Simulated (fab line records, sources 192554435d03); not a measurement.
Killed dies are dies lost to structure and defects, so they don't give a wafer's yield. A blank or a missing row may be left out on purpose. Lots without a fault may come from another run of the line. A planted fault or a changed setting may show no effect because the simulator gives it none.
Chamber matching | flow n5_finfet | N5_ZERO_LAYER_ETCH_18 on rie_si-06: 4 sister chambers
The step etches Si in HBr/Cl2, target depth 120 nm, time 40 s. 18 wafers are shown with their chamber, then 9 later ones without.

WAFERS WITH THEIR CHAMBER
wafer  | chamber | throttle_valve_pct (%) | drypump_motor_current_A (A) | oes_product_au (a.u.)
L076.4 | 0       | 36.11                  | 5.2                         | 0.990
L076.5 | 0       | 36.13                  | 5.2                         | 0.989
L076.6 | 3       | 36.22                  | 5.8                         | 1.006
L077.2 | 1       | 36.86                  | 5.9                         | 1.008
L077.5 | 0       | 36.09                  | 5.2                         | 0.981
L077.6 | 3       | 36.18                  | 5.8                         | 1.001
L078.3 | 3       | 36.21                  | 5.8                         | 1.003
L078.4 | 1       | 36.84                  | 5.9                         | 1.002
L078.6 | 0       | 36.11                  | 5.2                         | 0.984
L082.1 | 2       | 36.53                  | 5.5                         | 1.000
L082.3 | 0       | 36.11                  | 5.2                         | 0.988
L082.4 | 1       | 36.86                  | 5.9                         | 1.005
L084.2 | 2       | 36.54                  | 5.5                         | 1.004
L084.3 | 1       | 36.86                  | 5.8                         | 1.004
L084.5 | 1       | 36.85                  | 5.8                         | 0.998
L085.2 | 0       | 36.10                  | 5.2                         | 0.987
L085.3 | 2       | 36.54                  | 5.5                         | 1.003
L085.4 | 3       | 36.19                  | 5.8                         | 0.989

SIGNATURES (means of the wafers above)
reading                 | chamber 0 | chamber 1 | chamber 2 | chamber 3 | scatter within a chamber
throttle_valve_pct      | 36.1083   | 36.8540   | 36.5367   | 36.2000   | 0.0127
drypump_motor_current_A | 5.200     | 5.860     | 5.500     | 5.800     | 0.0293
oes_product_au          | 0.98650   | 1.00340   | 1.00233   | 0.99975   | 0.00454
Rule: a wafer's distance from a chamber is the root of the sum, over the readings, of the square of ((its reading less the chamber's mean) divided by the reading's scatter). The wafer belongs to the nearest chamber; if the next one is less than 2 further off, it can't be placed. The scatter: the root of (the sum of the squares of (reading less its chamber's mean) over the shown wafers, divided by (wafers less chambers)).

WAFERS WITHOUT THEIR CHAMBER
wafer  | throttle_valve_pct (%) | drypump_motor_current_A (A) | oes_product_au (a.u.)
L086.1 | 36.11                  | 5.2                         | 0.981
L086.5 | 36.87                  | 5.9                         | 1.005
L086.6 | 36.13                  | 5.2                         | 0.986
L087.1 | 36.54                  | 5.5                         | 0.996
L087.3 | 36.86                  | 5.9                         | 1.004
L087.6 | 36.11                  | 5.2                         | 0.997
L093.1 | 36.85                  | 5.9                         | 0.994
L093.2 | 36.20                  | 5.8                         | 0.991
L093.4 | 36.54                  | 5.5                         | 0.999

WHICH CHAMBER EACH WENT THROUGH
wafer  | from the rows above | in truth
L086.1 | 0                   | 0
L086.5 | 1                   | 1
L086.6 | 0                   | 0
L087.1 | 2                   | 2
L087.3 | 1                   | 1
L087.6 | 0                   | 0
L093.1 | 1                   | 1
L093.2 | 3                   | 3
L093.4 | 2                   | 2
Placed correctly: 9 of 9. Can't be placed from these rows: 0. Placed wrongly: 0.
